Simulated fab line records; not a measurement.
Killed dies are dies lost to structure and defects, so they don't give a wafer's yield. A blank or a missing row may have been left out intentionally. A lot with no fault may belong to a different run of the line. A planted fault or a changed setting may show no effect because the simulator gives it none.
Problem report, 8D (eight disciplines) form, completed by code + flow nand harc + the parts of the form that need people (team, actions taken, sign-off) are left out

1. WHAT WENT WRONG
thk nm at NHARC_A_ONON_D1_THK_MEAS_14 reads a mean of 487 nm on 4 wafers of 2 lots; wafers without a fault read 1000 nm with a standard deviation of 9. Measured from the usual mean, that is -57 standard deviations.
The step: measures by ellipsometry.
Earliest sighting: wafer L836.6 on film metro-01 at day 9 02:11. Wafers with a number at this step in the record: 42, from 14 lots. By rule, "out" or "out of limits" means more than 4 standard deviations away from the usual mean. All remaining wafers that have a number are taken as sound.

2. WHAT THIS IS AND IS NOT
| question                    | is                             | is not                                                                                                         |
|-----------------------------|--------------------------------|----------------------------------------------------------------------------------------------------------------|
| which readings at this step | thk nm                         | -                                                                                                              |
| which lots                  | L836, L837                     | L830, L831, L833, L834, L838, L839, L844, L848, L849, L850, L852, L853                                         |
| which wafers of those lots  | L836.6, L837.1, L837.2, L837.6 | L836.3, L836.4                                                                                                 |
| read on which gauges        | film metro-01, film metro-02   | -                                                                                                              |
| when                        | from day 9 02:11               | up to then (14 sound wafers); but 24 sound wafers of L838, L839, L844, L848, L849, L850, L852, L853 came after |

3. THE SUSPECTS, EACH WITH WHAT RULES IT OUT
Counting: a tool at a process step up to the reading stays a suspect if it ran every lot that is out. Sound lots after the first of them don't rule it out here, since some wafers of a struck lot are sound.
- the gauge at NHARC_A_ONON_D1_THK_MEAS_14: ruled out. The wafers that are out were read on 2 gauges (film metro-01, film metro-02).
- rtp anneal-02 at NHARC_P_BONDPAD_ANNEAL_28 (time 90 s): kept. It processed each lot that is out (first: L836, day 7 21:17); up to then, its last sound lot is L833 (day 7 10:42).
- rie diel-02 at NHARC_P_BONDPAD_ACTIVATE_29 (chemistry N2, time 60 s): kept. It processed each lot that is out (first: L836, day 7 22:07); up to then, its last sound lot is L831 (day 7 02:52).
- pecvd onon-03 at NHARC_A_ONON_D1_DEP_12 (target thk 1000 nm): kept. It processed each lot that is out (first: L836, day 9 01:48); up to then, its last sound lot is L834 (day 8 07:57).
Still standing after the count: rtp anneal-02 at NHARC_P_BONDPAD_ANNEAL_28, rie diel-02 at NHARC_P_BONDPAD_ACTIVATE_29, pecvd onon-03 at NHARC_A_ONON_D1_DEP_12.

4. THE CAUSE (what the simulator had put in)
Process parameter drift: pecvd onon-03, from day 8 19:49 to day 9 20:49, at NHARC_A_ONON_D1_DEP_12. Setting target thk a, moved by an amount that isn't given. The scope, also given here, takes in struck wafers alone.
This tool is one of the 3 suspects left after counting.

5. SEQUENCE OF EFFECTS, ordered by route
Each row: a reading where the mean over the struck wafers with a number is more than 3 standard deviations away from the usual. Readings are gone through only where the record gives a usual standard deviation; hours: the median, over the lots, of the time from a lot's start at the first step in this table giving one to that lot's start at this step; sigmas: the change measured in usual standard deviations.
| hours | step                        | reading | usual   | on struck wafers | change | sigmas |
|-------|-----------------------------|---------|---------|------------------|--------|--------|
| 0     | NHARC_A_ONON_D1_THK_MEAS_14 | thk nm  | 1000 nm | 487              | -513   | -57    |

6. WHAT WOULD HAVE CAUGHT IT SOONER
6 hours passed between the start of the fault at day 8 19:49 and the first reading out of limits at a measuring or inspecting step in this record, taken at day 9 02:11.
An alarm limit of 4 standard deviations would not have fired on the tool readings at NHARC_A_ONON_D1_DEP_12 for which the record gives a usual standard deviation, since none of them was out on any struck wafer.
L837, from the lots that are out (2), started NHARC_A_ONON_D1_DEP_12 on pecvd onon-03 later than day 9 02:11. It would have been spared by a hold on the tool at that moment.
